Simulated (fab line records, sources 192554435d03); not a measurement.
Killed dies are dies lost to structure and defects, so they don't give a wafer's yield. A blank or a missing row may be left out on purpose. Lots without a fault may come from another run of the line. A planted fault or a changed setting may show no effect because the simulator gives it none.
fab line records | flow n5_finfet
record lots=7 wafers=21
route steps=1938 shown WELL_APT@24 PMOS_HMC_CHANNEL_EPI@63 FIN_SAQP@125 SD_EPI_N@268
start_h: hours from the record's first day to the start of the lot's first wafer shown | wait_h: hours since the lot's step before | " the same as in the row above | L1.1+2: a row that stands for several wafers | - no value, or no start given | * or withheld: withheld | < > ~ a bound
route shown NAME@n: a module of which the file shows steps, and the number in the route of the first | usual: mean/standard deviation of fault-free wafers | same: alike in all rows | chamber/n: place in a boat | sites: the reading at each site | _std_site: their standard deviation | _edge_site: outer sites' mean less inner sites' | radius_mm: how far each site lies from the wafer's centre | mask NAME#n: copy n | behind: the tool/chamber that last shaped the wafer | hold: why the lot was held/for how many hours/how that ended | device: the transistor (n, p or np) that didn't switch | end of line: the same wafers' tests at the end of the route | a step without rows: its recipe alone | killed: dies lost to structure and defects at the first sort, not the wafer's yield | map: a wafer's dies, x killed, . not, _ none there
set.NAME: the setting as run; set.NAME@STEP: as run at that earlier step | model.NAME: the simulator's own value behind a step, which no gauge read
lots whose settings were changed on purpose; a table a step, a row a wafer
## steps
# step N5_WELL_APT_EXPOSE_05
# recipe mask_id=NWELL na=0.8 source_shape=conventional sigma_outer=0.8 polarization=unpolarized defocus_nm=0 target_cd_nm=200 dose_mj=20.3
# columns lot.wafer tool chamber start_h wait_h mask set.dose_mj
L075.1 krf_scanner-02 0 19.51 - NWELL#0 20.88
L075.2+4 " 0 " " NWELL#0 20.3
L080.3+6 krf_scanner-02 0 49.66 - NWELL#0 20.3
L080.5 " 0 " " NWELL#0 19.13
L082.1 krf_scanner-02 0 61.51 - NWELL#0 19.89
L082.3+4 " 0 " " NWELL#0 20.3
L084.2+3+4 krf_scanner-02 0 73.54 - NWELL#0 20.3
L091.1+3+6 krf_scanner-02 0 115.65 - NWELL#0 20.3
L092.1+6 krf_scanner-02 0 122.42 - NWELL#0 20.3
L092.5 " 0 " " NWELL#0 21.21
L095.3+4+6 krf_scanner-01 0 140.03 - NWELL#0 20.3
# step N5_WELL_APT_PEB_06
# recipe peb_temp_c=130 peb_time_s=90
# step N5_WELL_APT_DEVELOP_07
# recipe develop_time_s=45 rinse_liquid=surfactant_rinse dry=air_spin dev_temp_c=21
# step N5_WELL_APT_HARDBAKE_12
# recipe temp_c=130 time_s=120
# step N5_WELL_APT_CD_MEAS_08
# recipe target_cd_nm=200 landing_energy_ev=500 detector=se_inlens
# usual cd_nm=199.6/1.8
# columns lot.wafer tool chamber start_h wait_h set.dose_mj@WELL_APT_EXPOSE_05 cd_nm
L075.1 cd_sem-02 0 19.68 - 20.88 203.9
L075.2 " 0 " " 20.3 199.8
L075.4 " 0 " " 20.3 199.9
L080.3 cd_sem-02 0 49.83 - 20.3 200.1
L080.5 " 0 " " 19.13 189.9
L080.6 " 0 " " 20.3 200.4
L082.1 cd_sem-03 0 61.69 - 19.89 197.3
L082.3 " 0 " " 20.3 198.9
L082.4 " 0 " " 20.3 202.0
L084.2 cd_sem-03 0 73.71 - 20.3 198.1
L084.3 " 0 " " 20.3 202.4
L084.4 " 0 " " 20.3 203.4
L091.1 cd_sem-03 0 115.82 - 20.3 201.6
L091.3 " 0 " " 20.3 199.3
L091.6 " 0 " " 20.3 201.7
L092.1 cd_sem-03 0 122.60 - 20.3 199.5
L092.5 " 0 " " 21.21 204.5
L092.6 " 0 " " 20.3 199.5
L095.3 cd_sem-03 0 140.20 - 20.3 198.1
L095.4 " 0 " " 20.3 201.2
L095.6 " 0 " " 20.3 201.1
# step N5_WELL_APT_DESCUM_13
# recipe chemistry=O2 time_s=7.9 source_power_w=50 bias_power_w=20 pressure_mtorr=20 rf_frequency_hz=2.712e+07 temp_c=40 o2_flow_sccm=225
# columns lot.wafer tool chamber start_h wait_h set.dose_mj@WELL_APT_EXPOSE_05 model.WELL_APT.cd_nm
L075.1 rie_diel-02 0 19.84 0.1 20.88 203.6
L075.2 " 2 " " 20.3 199.7
L075.4 " 1 " " 20.3 199.9
L080.3 rie_diel-06 0 49.94 0.1 20.3 200.1
L080.5 " 3 " " 19.13 189.8
L080.6 " 0 " " 20.3 200.2
L082.1 rie_diel-06 1 62.58 0.8 19.89 197.3
L082.3 " 3 " " 20.3 199
L082.4 " 2 " " 20.3 202
L084.2 rie_diel-02 2 73.79 0.0 20.3 198.3
L084.3 " 3 " " 20.3 202.3
L084.4 " 0 " " 20.3 203
L091.1 rie_diel-01 3 116.44 0.6 20.3 201.3
L091.3 " 1 " " 20.3 199.3
L091.6 " 2 " " 20.3 201.8
L092.1 rie_diel-01 2 124.14 1.5 20.3 199.1
L092.5 " 2 " " 21.21 204.7
L092.6 " 0 " " 20.3 199.4
L095.3 rie_diel-01 2 140.83 0.6 20.3 198
L095.4 " 0 " " 20.3 201.2
L095.6 " 2 " " 20.3 201.6
# step N5_PMOS_HMC_CHANNEL_EPI_PEB_07
# recipe peb_temp_c=110 peb_time_s=60 resist=CAR-ArF-block
# columns lot.wafer tool chamber start_h wait_h set.peb_temp_c
L075.1+2 litho_track-01 0 23.24 0.1 110
L075.4 " 0 " " 109
L080.3+5 litho_track-03 0 53.23 0.0 110
L080.6 " 0 " " 107.1
L082.1+3 litho_track-01 0 66.02 0.1 110
L082.4 " 0 " " 111
L084.2+3+4 litho_track-04 0 77.07 0.0 110
L091.1 litho_track-04 0 120.65 0.1 108.2
L091.3+6 " 0 " " 110
L092.1+5+6 litho_track-04 0 128.19 0.1 110
L095.3+4+6 litho_track-03 0 144.12 0.0 110
# step N5_PMOS_HMC_CHANNEL_EPI_DEVELOP_08
# recipe develop_time_s=30 developer=TMAH resist=CAR-ArF-block dev_temp_c=23 rinse_liquid=diw dry=air_spin
# step N5_PMOS_HMC_CHANNEL_EPI_CD_MEAS_09
# recipe target_cd_nm=237.4 landing_energy_ev=500 detector=se_inlens
# usual cd_nm=237.0/0.8
# columns lot.wafer tool chamber start_h wait_h set.peb_temp_c@PMOS_HMC_CHANNEL_EPI_PEB_07 cd_nm
L075.1 cd_sem-02 0 23.31 - 110 236.9
L075.2 " 0 " " 110 236.6
L075.4 " 0 " " 109 234.5
L080.3 cd_sem-03 0 53.30 - 110 237.3
L080.5 " 0 " " 110 236.9
L080.6 " 0 " " 107.1 229.5
L082.1 cd_sem-01 0 66.09 - 110 237.6
L082.3 " 0 " " 110 238.4
L082.4 " 0 " " 111 240.7
L084.2 cd_sem-03 0 77.13 - 110 237.2
L084.3 " 0 " " 110 237.6
L084.4 " 0 " " 110 238.4
L091.1 cd_sem-01 0 120.72 - 108.2 230.5
L091.3 " 0 " " 110 237.2
L091.6 " 0 " " 110 236.6
L092.1 cd_sem-02 0 128.26 - 110 236.6
L092.5 " 0 " " 110 237.2
L092.6 " 0 " " 110 237.8
L095.3 cd_sem-03 0 144.19 - 110 236.9
L095.4 " 0 " " 110 237.0
L095.6 " 0 " " 110 237.2
# step N5_PMOS_HMC_CHANNEL_EPI_DESCUM_14
# recipe chemistry=O2 time_s=7.9 source_power_w=50 bias_power_w=20 pressure_mtorr=20 rf_frequency_hz=2.712e+07 temp_c=40 resist=CAR-ArF-block o2_flow_sccm=225
# columns lot.wafer tool chamber start_h wait_h set.peb_temp_c@PMOS_HMC_CHANNEL_EPI_PEB_07 model.PMOS_HMC_CHANNEL_EPI.cd_nm
L075.1 rie_diel-03 0 23.62 0.3 110 236.6
L075.2 " 1 " " 110 236.2
L075.4 " 2 " " 109 234.5
L080.3 rie_diel-03 3 53.38 0.0 110 237.3
L080.5 " 2 " " 110 236.7
L080.6 " 1 " " 107.1 229.1
L082.1 rie_diel-04 3 66.42 0.3 110 237.4
L082.3 " 1 " " 110 238.2
L082.4 " 2 " " 111 240.7
L084.2 rie_diel-03 0 77.80 0.6 110 237.1
L084.3 " 1 " " 110 237.7
L084.4 " 2 " " 110 238.3
L091.1 rie_diel-03 1 121.79 1.0 108.2 230.3
L091.3 " 0 " " 110 237.3
L091.6 " 2 " " 110 236.7
L092.1 rie_diel-03 3 128.34 0.0 110 236.5
L092.5 " 1 " " 110 236.8
L092.6 " 2 " " 110 237.9
L095.3 rie_diel-05 0 144.28 0.0 110 236.7
L095.4 " 3 " " 110 237
L095.6 " 2 " " 110 237.2
# step N5_PMOS_HMC_CHANNEL_EPI_ETCH_32
# recipe chemistry=N2/H2 target=BARC stop_on=SiO2 target_depth_a=858 over_etch_frac=0.3 time_s=50.3 ion_energy_ev=200 mask_material=CAR-ArF-block pressure_mtorr=30 source_w=840 bias_w=150 n2_flow_sccm=200 h2_flow_sccm=200
# usual rf_vpp_V=524.3/2
# columns lot.wafer tool chamber start_h wait_h set.bias_w set.peb_temp_c@PMOS_HMC_CHANNEL_EPI_PEB_07 rf_vpp_V model.PMOS_HMC_CHANNEL_EPI.cd_nm
L075.1 rie_diel-03 0 23.66 0.0 173.4 110 571.6 239.6
L075.2 " 1 " " 173.4 110 574.6 238
L075.4 " 2 " " 150 109 525.2 236.9
L080.3 rie_diel-03 3 53.42 0.0 169.5 110 570.0 239.7
L080.5 " 2 " " 150 110 525.0 239
L080.6 " 1 " " 150 107.1 524.3 230.3
L082.1 rie_diel-04 3 66.46 0.0 150 110 525.1 239.7
L082.3 " 1 " " 160.3 110 545.7 241.3
L082.4 " 2 " " 150 111 521.2 243.6
L084.2 rie_diel-03 0 77.83 0.0 132.2 110 483.4 240.3
L084.3 " 1 " " 150 110 524.8 239.2
L084.4 " 2 " " 150 110 526.8 241.2
L091.1 rie_diel-03 1 121.83 0.0 150 108.2 524.9 232.6
L091.3 " 0 " " 150 110 522.7 241.1
L091.6 " 2 " " 150 110 527.0 238.6
L092.1 rie_diel-03 3 128.38 0.0 150 110 527.5 239.6
L092.5 " 1 " " 150 110 524.4 238.6
L092.6 " 2 " " 150 110 526.4 240
L095.3 rie_diel-05 0 144.31 0.0 150 110 526.9 238.7
L095.4 " 3 " " 150 110 524.3 240.5
L095.6 " 2 " " 150 110 524.6 239.7
# step N5_FIN_SAQP_SPACER1_ALD_24
# recipe material=SiO2 target_thk_a=203 temp_c=300 ald_precursor_family=BDEAS ald_co_reactant=O2-plasma pulse_time_s=1 purge_time_s=2 co_reactant_purge_time_s=2 ald_cycles=218 pressure_torr=2
# columns lot.wafer tool chamber start_h wait_h set.ald_cycles model.SiO2_of_FIN_SAQP_SPACER1_ALD_24.thk_nm
L075.1+2 ald_sin-01 3,0 29.38 0.3 218 20.2
L075.4 " 2 " " 218 20.4
L080.3+5 ald_sin-03 2 59.62 0.1 218 20.4
L080.6 " 1 " " 240 22.2
L082.1 ald_sin-03 3 71.64 0.3 235 21.8
L082.3 " 1 " " 218 20.2
L082.4 " 0 " " 235 22
L084.2+3+4 ald_sin-03 0,1,2 83.52 0.3 218 20.2
L091.1 ald_sin-01 3 127.95 0.3 194 18
L091.3+6 " 0 " " 218 20.2
L092.1 ald_sin-03 1 134.52 0.3 209 19.4
L092.5+6 " 1,2 " " 218 20.2
L095.3+4+6 ald_sin-01 2,1,2 150.88 0.1 218 20.2
# step N5_FIN_SAQP_SPACER1_ETCHBACK_25
# recipe chemistry=CHF3/O2 mode=anisotropic_etchback target=SiO2 target_depth_a=244 time_s=12.2 pressure_mtorr=30 source_w=650 bias_w=170 Ar_flow_sccm=200 CHF3_flow_sccm=50 O2_flow_sccm=5 ion_energy_ev=200
# step N5_FIN_SAQP_MANDREL1_REMOVE_56
# recipe chemistry=HBr/Cl2/O2 bt_time_s=10 target=a-Si stop_on=SiNx endpoint=OES-SiCl over_etch_frac=1 icp_w=600 bias_w=22 HBr_flow_sccm=150 Cl2_flow_sccm=80 O2_flow_sccm=5 pressure_mtorr=10
# columns lot.wafer tool chamber start_h wait_h set.ald_cycles@FIN_SAQP_SPACER1_ALD_24 model.FIN_SAQP.cd_nm
L075.1+2 rie_si-02 1,0 30.19 0.1 218 20.2
L075.4 " 2 " " 218 20.4
L080.3 rie_si-03 3 60.49 0.1 218 20.4
L080.5 " 1 " " 218 20.2
L080.6 " 0 " " 240 22.2
L082.1 rie_si-06 2 72.62 0.1 235 22
L082.3 " 3 " " 218 20.4
L082.4 " 0 " " 235 22.2
L084.2+4 rie_si-02 0,1 84.33 0.1 218 20.2
L084.3 " 2 " " 218 20.4
L091.1 rie_si-02 0 128.75 0.1 194 18
L091.3+6 " 2,0 " " 218 20.2
L092.1 rie_si-02 1 135.32 0.1 209 19.4
L092.5 " 0 " " 218 20
L092.6 " 1 " " 218 20.2
L095.3+4+6 rie_si-02 3,2,3 151.84 0.1 218 20.4
# step N5_FIN_SAQP_CD_MEAS_27
# recipe target_cd_nm=20 landing_energy_ev=1000 detector=se_inlens polarity=line
# usual cd_nm=20.27/0.21
# columns lot.wafer tool chamber start_h wait_h set.ald_cycles@FIN_SAQP_SPACER1_ALD_24 cd_nm
L075.1 cd_sem-01 0 30.30 0.1 218 20.08
L075.2 " 0 " " 218 20.29
L075.4 " 0 " " 218 20.51
L080.3 cd_sem-03 0 60.61 0.1 218 20.05
L080.5 " 0 " " 218 20.20
L080.6 " 0 " " 240 22.15
L082.1 cd_sem-01 0 72.73 0.1 235 21.83
L082.3 " 0 " " 218 20.51
L082.4 " 0 " " 235 22.03
L084.2 cd_sem-01 0 84.44 0.1 218 19.99
L084.3 " 0 " " 218 19.78
L084.4 " 0 " " 218 20.27
L091.1 cd_sem-03 0 128.86 0.1 194 17.97
L091.3 " 0 " " 218 20.32
L091.6 " 0 " " 218 20.09
L092.1 cd_sem-01 0 135.43 0.1 209 19.63
L092.5 " 0 " " 218 19.91
L092.6 " 0 " " 218 20.69
L095.3 cd_sem-01 0 151.96 0.1 218 20.52
L095.4 " 0 " " 218 20.56
L095.6 " 0 " " 218 20.42
# step N5_FIN_SAQP_ETCH_65
# recipe chemistry=CF4 target=SiO2 target_depth_a=40 ion_energy_ev=350 time_s=4.4 pressure_mtorr=10 icp_w=800 bias_w=400 cf4_flow_sccm=80
# columns lot.wafer tool chamber start_h wait_h set.time_s model.etch.depth_nm
L075.1 rie_si-03 3 30.46 0.1 4.965 4.421
L075.2 " 2 " " 4.4 3.973
L075.4 " 1 " " 4.965 4.403
L080.3 rie_si-06 0 60.76 0.1 4.4 3.992
L080.5 " 1 " " 4.4 3.988
L080.6 " 2 " " 4.4 4.048
L082.1 rie_si-06 3 72.99 0.1 3.99 3.643
L082.3 " 1 " " 3.99 3.606
L082.4 " 2 " " 3.99 3.654
L084.2 rie_si-06 0 84.60 0.1 4.4 3.992
L084.3 " 1 " " 3.695 3.341
L084.4 " 2 " " 4.4 3.996
L091.1 rie_si-06 2 129.02 0.1 4.703 4.312
L091.3 " 3 " " 4.703 4.342
L091.6 " 3 " " 4.703 4.326
L092.1 rie_si-03 1 135.59 0.1 4.4 3.938
L092.5 " 1 " " 4.4 3.969
L092.6 " 2 " " 4.4 3.956
L095.3 rie_si-06 1 152.12 0.1 4.4 4.068
L095.4 " 0 " " 4.4 3.972
L095.6 " 1 " " 4.4 4.07
# step N5_SD_EPI_N_PEB_07
# recipe peb_temp_c=110 peb_time_s=60 resist=CAR-ArF-block
# columns lot.wafer tool chamber start_h wait_h set.peb_temp_c
L075.1 litho_track-03 0 54.37 0.1 111.7
L075.2+4 " 0 " " 110
L080.3+5+6 litho_track-05 0 88.20 0.0 110
L082.1+3+4 litho_track-03 0 97.18 0.1 110
L084.2+4 litho_track-03 0 113.54 0.0 111.2
L084.3 " 0 " " 110
L091.1+3+6 litho_track-03 0 154.00 0.1 110
L092.1+6 litho_track-05 0 162.84 0.1 113.4
L092.5 " 0 " " 110
L095.3+4+6 litho_track-02 0 177.96 0.0 110
# step N5_SD_EPI_N_DEVELOP_08
# recipe develop_time_s=30 developer=TMAH resist=CAR-ArF-block dev_temp_c=23 rinse_liquid=diw dry=air_spin
# columns lot.wafer tool chamber start_h wait_h set.develop_time_s
L075.1+2+4 litho_track-03 0 - - 35.61
L080.3+5+6 litho_track-05 0 - - 30
L082.1+3+4 litho_track-03 0 - - 30
L084.2 litho_track-03 0 - - 30
L084.3+4 " 0 " " 33.33
L091.1+3 litho_track-03 0 - - 35.06
L091.6 " 0 " " 30
L092.1+5+6 litho_track-05 0 - - 30
L095.3+4+6 litho_track-02 0 - - 30
# step N5_SD_EPI_N_CD_MEAS_09
# recipe target_cd_nm=120 landing_energy_ev=500 detector=se_inlens
# usual cd_nm=120.3/0.63
# columns lot.wafer tool chamber start_h wait_h set.peb_temp_c@SD_EPI_N_PEB_07 cd_nm
L075.1 cd_sem-01 0 54.44 - 111.7 126.7
L075.2 " 0 " " 110 122.1
L075.4 " 0 " " 110 121.5
L080.3 cd_sem-03 0 88.27 - 110 120.5
L080.5 " 0 " " 110 120.9
L080.6 " 0 " " 110 119.7
L082.1 cd_sem-03 0 97.25 - 110 119.9
L082.3 " 0 " " 110 119.8
L082.4 " 0 " " 110 119.9
L084.2 cd_sem-01 0 113.61 - 111.2 124.2
L084.3 " 0 " " 110 120.8
L084.4 " 0 " " 111.2 122.9
L091.1 cd_sem-02 0 154.07 - 110 121.7
L091.3 " 0 " " 110 120.4
L091.6 " 0 " " 110 120.2
L092.1 cd_sem-02 0 162.91 - 113.4 128.7
L092.5 " 0 " " 110 120.7
L092.6 " 0 " " 113.4 128.7
L095.3 cd_sem-02 0 178.02 - 110 120.2
L095.4 " 0 " " 110 120.6
L095.6 " 0 " " 110 119.5
# step N5_SD_EPI_N_DESCUM_14
# recipe chemistry=O2 time_s=7.9 source_power_w=50 bias_power_w=20 pressure_mtorr=20 rf_frequency_hz=2.712e+07 temp_c=40 resist=CAR-ArF-block o2_flow_sccm=225
# columns lot.wafer tool chamber start_h wait_h set.peb_temp_c@SD_EPI_N_PEB_07 model.SD_EPI_N.cd_nm
L075.1 rie_diel-01 3 54.59 0.1 111.7 126.6
L075.2 " 0 " " 110 122.2
L075.4 " 1 " " 110 121.6
L080.3 rie_diel-01 3 89.01 0.7 110 120.2
L080.5 " 3 " " 110 121
L080.6 " 0 " " 110 120
L082.1+3+4 rie_diel-01 3,1,2 97.79 0.5 110 119.8
L084.2 rie_diel-06 1 114.42 0.8 111.2 124.2
L084.3 " 2 " " 110 120.8
L084.4 " 0 " " 111.2 123
L091.1 rie_diel-01 3 154.16 0.0 110 121.6
L091.3 " 0 " " 110 120.6
L091.6 " 0 " " 110 120.2
L092.1 rie_diel-01 3 163.00 0.0 113.4 128.6
L092.5 " 0 " " 110 120.4
L092.6 " 3 " " 113.4 128.8
L095.3 rie_diel-01 0 178.11 0.0 110 120.2
L095.4 " 1 " " 110 120.6
L095.6 " 0 " " 110 119.6
# step N5_SD_EPI_N_ETCH_34
# recipe chemistry=CF4 target=SiARC target_depth_a=455 mask_material=CAR-ArF-block time_s=75.8 ion_energy_ev=80 pressure_mtorr=40 source_w=545 bias_w=36 Ar_flow_sccm=100 cf4_flow_sccm=100 ends=cleared
# step N5_SD_EPI_N_ETCH_35
# recipe chemistry=N2/H2 target=SOC overetch_a=1080 mask_material=SiARC temp_c=40 ion_energy_ev=100 source_w=3000 bias_w=133 pressure_mtorr=20 time_s=486 n2_flow_sccm=200 h2_flow_sccm=200
# columns lot.wafer tool chamber start_h wait_h set.peb_temp_c@SD_EPI_N_PEB_07 model.SD_EPI_N.cd_nm
L075.1 rie_diel-01 3 54.68 0.0 111.7 128
L075.2 " 0 " " 110 122
L075.4 " 1 " " 110 123.6
L080.3 rie_diel-01 3 89.11 0.0 110 120.6
L080.5 " 3 " " 110 121.4
L080.6 " 0 " " 110 119.4
L082.1 rie_diel-01 3 97.88 0.0 110 120.8
L082.3 " 1 " " 110 121.8
L082.4 " 2 " " 110 121.4
L084.2 rie_diel-06 1 114.51 0.0 111.2 124.4
L084.3 " 2 " " 110 119.6
L084.4 " 0 " " 111.2 122.6
L091.1 rie_diel-01 3 154.25 0.0 110 123.6
L091.3 " 0 " " 110 120.4
L091.6 " 0 " " 110 120.6
L092.1 rie_diel-01 3 163.09 0.0 113.4 131.2
L092.5 " 0 " " 110 120.6
L092.6 " 3 " " 113.4 130.6
L095.3 rie_diel-01 0 178.20 0.0 110 120.6
L095.4 " 1 " " 110 122
L095.6 " 0 " " 110 119.6
## key
split step=N5_WELL_APT_EXPOSE_05 setting=dose_mj stated=20.3 by=wafer
response step=N5_WELL_APT_CD_MEAS_08 reading=cd_nm change=+1.52 per=1% r=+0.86
response step=N5_WELL_APT_DESCUM_13 reading=model.WELL_APT.cd_nm change=+1.55 per=1% r=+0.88
split step=N5_PMOS_HMC_CHANNEL_EPI_PEB_07 setting=peb_temp_c stated=110 by=wafer
response step=N5_PMOS_HMC_CHANNEL_EPI_CD_MEAS_09 reading=cd_nm change=+3.11 per=1% r=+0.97
response step=N5_PMOS_HMC_CHANNEL_EPI_DESCUM_14 reading=model.PMOS_HMC_CHANNEL_EPI.cd_nm change=+3.22 per=1% r=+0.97
response step=N5_PMOS_HMC_CHANNEL_EPI_ETCH_32 reading=model.PMOS_HMC_CHANNEL_EPI.cd_nm change=+3.57 per=1% r=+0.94
split step=N5_PMOS_HMC_CHANNEL_EPI_ETCH_32 setting=bias_w stated=150 by=wafer
response step=N5_PMOS_HMC_CHANNEL_EPI_ETCH_32 reading=rf_vpp_V change=+3.32 per=1% r=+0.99
split step=N5_FIN_SAQP_SPACER1_ALD_24 setting=ald_cycles stated=218 by=wafer
response step=N5_FIN_SAQP_SPACER1_ALD_24 reading=model.SiO2_of_FIN_SAQP_SPACER1_ALD_24.thk_nm change=+0.196 per=1% r=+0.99
response step=N5_FIN_SAQP_MANDREL1_REMOVE_56 reading=model.FIN_SAQP.cd_nm change=+0.198 per=1% r=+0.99
response step=N5_FIN_SAQP_CD_MEAS_27 reading=cd_nm change=+0.196 per=1% r=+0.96
split step=N5_FIN_SAQP_ETCH_65 setting=time_s stated=4.4 by=wafer
response step=N5_FIN_SAQP_ETCH_65 reading=model.etch.depth_nm change=+0.0382 per=1% r=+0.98
split step=N5_SD_EPI_N_PEB_07 setting=peb_temp_c stated=110 by=wafer
response step=N5_SD_EPI_N_CD_MEAS_09 reading=cd_nm change=+2.7 per=1% r=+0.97
response step=N5_SD_EPI_N_DESCUM_14 reading=model.SD_EPI_N.cd_nm change=+2.74 per=1% r=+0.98
response step=N5_SD_EPI_N_ETCH_35 reading=model.SD_EPI_N.cd_nm change=+3.36 per=1% r=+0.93
split step=N5_SD_EPI_N_DEVELOP_08 setting=develop_time_s stated=30 by=wafer
response none clear
